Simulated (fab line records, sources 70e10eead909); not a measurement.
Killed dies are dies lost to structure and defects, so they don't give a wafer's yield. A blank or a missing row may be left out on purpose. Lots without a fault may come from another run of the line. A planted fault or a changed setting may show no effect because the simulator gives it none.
Which tool did it? | flow nand_harc | 12 lots, 36 wafers sampled, at 5 steps of a route of 1302

WHAT THE GAUGES READ, wafer by wafer
NHARC_END_SORT_01.
lot  | measured     | on        | killed_at_array | killed_at_other | killed_at_periphery | killed_dies | killed_open | killed_short
L590 | day 24 08:31 | prober-02 | 90 78 90        | 0 0 0           | 1 3 2               | 91 81 92    | 2 2 1       | 2 2 2
L592 | day 25 03:56 | prober-02 | 26 48 28        | 1 4 3           | 2 3 2               | 29 55 33    | 5 2 2       | 2 2 2
L593 | day 25 03:58 | prober-01 | 54 62 63        | 4 2 0           | 1 1 2               | 59 65 65    | 4 4 2       | 4 5 2
L596 | day 27 21:58 | prober-01 | 90 64 76        | 0 1 0           | 4 0 0               | 94 65 76    | 5 2 2       | 8 7 2
L602 | day 29 17:55 | prober-02 | 106 113 72      | 0 0 2           | 3 1 6               | 109 114 80  | 3 3 3       | 3 3 1
L604 | day 30 20:51 | prober-01 | 63 56 68        | 1 1 1           | 2 1 3               | 66 58 72    | 4 5 4       | 3 1 2
L607 | day 31 05:25 | prober-01 | 672 675 670     | 2 0 5           | 3 2 2               | 677 677 677 | 3 1 3       | 2 2 3
L609 | day 32 00:50 | prober-02 | 675 674 674     | 0 0 1           | 2 3 2               | 677 677 677 | 4 3 3       | 0 1 5
L610 | day 33 22:14 | prober-02 | 674 674 673     | 1 0 2           | 2 3 2               | 677 677 677 | 3 8 4       | 3 2 3
L612 | day 33 08:35 | prober-02 | 18 23 22        | 1 3 0           | 1 3 0               | 20 29 22    | 3 3 0       | 1 2 3
L611 | day 33 08:35 | prober-01 | 61 74 70        | 2 2 1           | 3 1 0               | 66 77 71    | 5 7 3       | 3 2 1
L613 | day 33 18:37 | prober-01 | 66 61 64        | 0 0 0           | 2 3 1               | 68 64 65    | 3 1 3       | 3 1 4

WHICH TOOL RAN EACH LOT (tool, then ch and the chambers of the sampled wafers, then the start)
lot  | NHARC_A_STAIRCASE_STRIP_205          | NHARC_A_STAIRCASE_ETCH_223                    | NHARC_A_STAIRCASE_ETCH_234         | NHARC_A_STAIRCASE_ETCH_236
L590 | plasma_asher-02 ch 0,1, day 15 23:43 | rie_diel-09 ch 2,3, day 16 02:53 or earlier   | rie_diel-12 ch 1,2, day 16 02:53   | rie_diel-12 ch 1,2,3, day 24 08:31 or earlier
L592 | plasma_asher-01 ch 0,1, day 16 20:44 | rie_diel-09 ch 0,2, day 17 00:01 or earlier   | rie_diel-06 ch 0,2, day 17 00:01   | rie_diel-06 ch 0,1, day 25 03:56 or earlier
L593 | plasma_asher-01 ch 0,1, day 17 02:50 | rie_diel-12 ch 0,2,3, day 17 05:59 or earlier | rie_diel-06 ch 0,1,3, day 17 05:59 | rie_diel-06 ch 0,1,2, day 25 03:58 or earlier
L596 | plasma_asher-02 ch 0,1, day 19 04:49 | rie_diel-09 ch 2,3, day 19 12:09 or earlier   | rie_diel-12 ch 0,1, day 19 12:09   | rie_diel-12 ch 0,3, day 27 21:58 or earlier
L602 | plasma_asher-02 ch 1, day 20 18:14   | rie_diel-09 ch 1,3, day 21 01:08 or earlier   | rie_diel-12 ch 1,3, day 21 01:08   | rie_diel-12 ch 0,2,3, day 29 17:55 or earlier
L604 | plasma_asher-02 ch 0,1, day 22 11:57 | rie_diel-06 ch 2,3, day 22 15:41 or earlier   | rie_diel-06 ch 0,2,3, day 22 15:41 | rie_diel-06 ch 0,1,3, day 30 20:51 or earlier
L607 | plasma_asher-02 ch 0,1, day 23 01:31 | rie_diel-06 ch 0,2, day 23 05:20 or earlier   | rie_diel-06 ch 0,3, day 23 05:20   | rie_diel-06 ch 1,2,3, day 31 05:25 or earlier
L609 | plasma_asher-02 ch 0,1, day 23 15:59 | rie_diel-06 ch 1,2, day 23 19:10 or earlier   | rie_diel-12 ch 2,3, day 23 19:10   | rie_diel-12 ch 1,2, day 32 00:50 or earlier
L610 | plasma_asher-01 ch 0, day 24 11:20   | rie_diel-06 ch 0,1, day 24 14:26 or earlier   | rie_diel-06 ch 0,2, day 24 14:26   | rie_diel-06 ch 0,3, day 33 22:14 or earlier
L612 | plasma_asher-01 ch 1, day 24 16:44   | rie_diel-06 ch 0,1, day 24 19:55 or earlier   | rie_diel-06 ch 0,1,2, day 24 19:55 | rie_diel-06 ch 1,2, day 33 08:35 or earlier
L611 | plasma_asher-01 ch 0,1, day 25 02:44 | rie_diel-06 ch 1,2,3, day 25 06:05 or earlier | rie_diel-06 ch 0,1,2, day 25 06:05 | rie_diel-06 ch 0,3, day 33 08:35 or earlier
L613 | plasma_asher-01 ch 1, day 25 04:47   | rie_diel-06 ch 0,1,3, day 25 07:57 or earlier | rie_diel-12 ch 0,2,3, day 25 07:57 | rie_diel-12 ch 1,2,3, day 33 18:37 or earlier
- NHARC_A_STAIRCASE_STRIP_205: strips in O2.
- NHARC_A_STAIRCASE_ETCH_223: etches the open film in C4F8/O2, target depth 100 nm, time 40.5 s.
- NHARC_A_STAIRCASE_ETCH_234: etches the open film in C4F8/O2, target depth 100 nm, time 40.5 s.
- NHARC_A_STAIRCASE_ETCH_236: etches the open film in C4F8/O2, target depth 100 nm, time 40.5 s.

WHAT THE TOOLS THEMSELVES READ (means of the sampled wafers that have a number; where no wafer has one, the mark that the record gives instead)
NHARC_A_STAIRCASE_STRIP_205.
lot  | tool            | drypump_motor_current_A (A) | heater_power_w (W)
L590 | plasma_asher-02 | 5.5                         | 346
L592 | plasma_asher-01 | 6.0                         | 331
L593 | plasma_asher-01 | 5.7                         | 349
L596 | plasma_asher-02 | 5.4                         | 347
L602 | plasma_asher-02 | 5.9                         | 347
L604 | plasma_asher-02 | 5.5                         | 348
L607 | plasma_asher-02 | 5.4                         | 349
L609 | plasma_asher-02 | 5.7                         | 350
L610 | plasma_asher-01 | 6.1                         | 310
L612 | plasma_asher-01 | 5.5                         | 341
L611 | plasma_asher-01 | 5.7                         | 334
L613 | plasma_asher-01 | 5.5                         | 341

NHARC_A_STAIRCASE_ETCH_223.
lot  | tool        | bias_w (W) | chamber_pressure_mTorr (mTorr) | oes_product_au (a.u.) | rf_vpp_V (V)
L590 | rie_diel-09 | 1001.1     | 24.982                         | 0.945                 | 899
L592 | rie_diel-09 | 1001.2     | 25.002                         | 0.930                 | 893
L593 | rie_diel-12 | 998.7      | 25.019                         | 0.953                 | 891
L596 | rie_diel-09 | 999.0      | 24.997                         | 0.934                 | 892
L602 | rie_diel-09 | 999.5      | 25.018                         | 0.935                 | 902
L604 | rie_diel-06 | 1002.4     | 25.004                         | 0.943                 | 891
L607 | rie_diel-06 | 1002.1     | 24.986                         | 0.943                 | 891
L609 | rie_diel-06 | 998.1      | 24.994                         | 0.950                 | 896
L610 | rie_diel-06 | 1003.4     | 25.005                         | 0.955                 | 898
L612 | rie_diel-06 | 999.2      | 25.011                         | 0.951                 | 894
L611 | rie_diel-06 | 998.3      | 24.994                         | 0.933                 | 894
L613 | rie_diel-06 | 997.5      | 25.007                         | 0.933                 | 893

NHARC_A_STAIRCASE_ETCH_234.
lot  | tool        | bias_w (W) | chamber_pressure_mTorr (mTorr) | oes_product_au (a.u.) | rf_vpp_V (V)
L590 | rie_diel-12 | 999.0      | 24.988                         | 0.953                 | 889
L592 | rie_diel-06 | 998.8      | 24.996                         | 0.958                 | 891
L593 | rie_diel-06 | 999.5      | 25.017                         | 0.949                 | 894
L596 | rie_diel-12 | 1001.7     | 24.995                         | 0.959                 | 895
L602 | rie_diel-12 | 999.7      | 24.993                         | 0.949                 | 899
L604 | rie_diel-06 | 999.5      | 24.993                         | 0.933                 | 890
L607 | rie_diel-06 | -          | -                              | -                     | -
L609 | rie_diel-12 | -          | -                              | -                     | -
L610 | rie_diel-06 | -          | -                              | -                     | -
L612 | rie_diel-06 | 999.8      | 25.028                         | 0.949                 | 895
L611 | rie_diel-06 | 1000.6     | 25.019                         | 0.943                 | 895
L613 | rie_diel-12 | 1002.9     | 25.019                         | 0.948                 | 897

NHARC_A_STAIRCASE_ETCH_236.
lot  | tool        | bias_w (W) | chamber_pressure_mTorr (mTorr) | oes_product_au (a.u.) | rf_vpp_V (V)
L590 | rie_diel-12 | 996.7      | 25.006                         | 0.949                 | 889
L592 | rie_diel-06 | 999.9      | 25.011                         | 0.956                 | 899
L593 | rie_diel-06 | 999.5      | 24.988                         | 0.947                 | 896
L596 | rie_diel-12 | 1002.0     | 25.017                         | 0.967                 | 890
L602 | rie_diel-12 | 1001.2     | 24.987                         | 0.949                 | 898
L604 | rie_diel-06 | 1000.4     | 24.992                         | 0.933                 | 893
L607 | rie_diel-06 | 1001.0     | 25.008                         | 0.942                 | 895
L609 | rie_diel-12 | 999.1      | 24.998                         | 0.957                 | 888
L610 | rie_diel-06 | 999.3      | 24.989                         | 0.935                 | 888
L612 | rie_diel-06 | 1002.0     | 25.009                         | 0.951                 | 900
L611 | rie_diel-06 | 996.3      | 24.998                         | 0.941                 | 888
L613 | rie_diel-12 | 998.5      | 24.985                         | 0.956                 | 893

THE ANSWER, worked out from the rows above alone
Rule: what is usual is taken from the lots themselves. Put in order of their means at a reading, lots are off if they are a third of the lots or fewer, leave a main group of 4 or more, and stand apart from it by a gap of 3 or more times the standard deviation of the main group's means; of several such gaps the widest counts. A main group whose means are all the same, to the digits that the tables above print for the reading, isn't used. A lot without any number at a reading at which 4 lots or more have one is off too. The other lots that the step has rows for count as sound. The gauges are gone through in route order, then the tools' own readings, and for those a lot's mean is taken as printed above. The first step at which some lot is off is used, and at that step the reading that is off furthest; a lot without a number counts as furthest.
Off: L607, L609, L610, at NHARC_END_SORT_01 (killed_dies). The main group: mean 66, standard deviation 22.
A tool fits if, at a process step before that reading, it ran every lot that is off, and no sound lot after the first of them. The gauges at NHARC_END_SORT_01 aren't tried: what is off there is off at NHARC_A_STAIRCASE_ETCH_234 too, on other tools, and a gauge's error can't cause that. NHARC_A_STAIRCASE_ETCH_223 gives no start for some lots, so the hours and the order of its lots are those of NHARC_A_STAIRCASE_ETCH_234. NHARC_A_STAIRCASE_ETCH_236 gives no start for some lots, so the hours and the order of its lots are those of NHARC_END_SORT_01. None of those tried fits.

WHAT THE SIMULATOR HAD PUT IN
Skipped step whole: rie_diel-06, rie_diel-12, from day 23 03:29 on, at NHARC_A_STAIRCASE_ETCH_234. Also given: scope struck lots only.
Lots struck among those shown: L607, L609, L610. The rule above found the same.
